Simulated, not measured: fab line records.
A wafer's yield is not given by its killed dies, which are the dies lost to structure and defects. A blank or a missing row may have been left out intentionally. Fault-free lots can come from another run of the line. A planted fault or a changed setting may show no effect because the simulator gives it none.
Chamber matching    flow n5 finfet    N5_DUMMY_GATE_STRIP_48 on rie diel-06 has 4 sister chambers
The step strips in N2/H2, time 20 s. 16 wafers are shown with their chamber, then 8 later ones without.

## WAFERS, EACH WITH ITS CHAMBER
wafer   chamber  showerhead plenum p Torr (Torr)  drypump motor current A (A)  throttle valve pct (%)
L074.1  2        3.27                             5.0                          12.08
L074.4  3        3.23                             5.6                          12.28
L074.5  3        3.23                             5.6                          12.28
L075.2  1        3.27                             5.0                          12.11
L075.3  3        3.23                             5.6                          12.27
L075.6  3        3.23                             5.6                          12.28
L076.2  3        3.22                             5.6                          12.28
L076.4  0        3.39                             5.5                          12.50
L076.6  1        3.27                             5.0                          12.11
L080.2  1        3.27                             4.9                          12.12
L080.3  3        3.22                             5.6                          12.31
L080.4  0        3.39                             5.6                          12.51
L083.2  3        3.22                             5.6                          12.31
L083.4  2        3.26                             5.0                          12.14
L083.5  1        3.26                             4.9                          12.13
L084.1  1        3.26                             5.0                          12.15

SIGNATURES (averages over the wafers above)
reading                   chamber 0  chamber 1  chamber 2  chamber 3  scatter within a chamber
showerhead plenum p Torr  3.3900     3.2660     3.2650     3.2257     0.00533
drypump motor current A   5.550      4.960      5.000      5.600      0.0376
throttle valve pct        12.5050    12.1240    12.1100    12.2871    0.0194
Rule: for a wafer and a chamber, the distance is found by dividing, reading by reading, the gap between the wafer's reading and the chamber's mean by the reading's scatter, squaring, summing and taking the root. The wafer belongs to the nearest chamber; if the next one is less than 2 further off, it can't be placed. The scatter is the square root of a quotient: the sum, over the shown wafers, of each reading's squared deviation from its chamber's mean, divided by wafers minus chambers.

## WAFERS WITHOUT THEIR CHAMBER
wafer   showerhead plenum p Torr (Torr)  drypump motor current A (A)  throttle valve pct (%)
L084.5  3.39                             5.5                          12.54
L084.6  3.26                             4.9                          12.15
L094.2  3.25                             5.0                          12.18
L094.3  3.25                             5.0                          12.20
L094.4  3.25                             5.0                          12.20
L097.2  3.37                             5.6                          12.58
L097.3  3.20                             5.6                          12.38
L097.5  3.24                             5.0                          12.23

## WHICH CHAMBER EACH ONE RAN IN
wafer   from the rows above      in truth
L084.5  0                        0
L084.6  can't be placed: 1 or 2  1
L094.2  can't be placed: 1 or 2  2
L094.3  can't be placed: 1 or 2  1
L094.4  can't be placed: 1 or 2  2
L097.2  0                        0
L097.3  3                        3
L097.5  can't be placed: 1 or 2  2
Placed correctly: 3 of 8. Cannot be placed on the basis of these rows: 5; the candidates contain the true chamber in 5. Wrongly placed: 0.
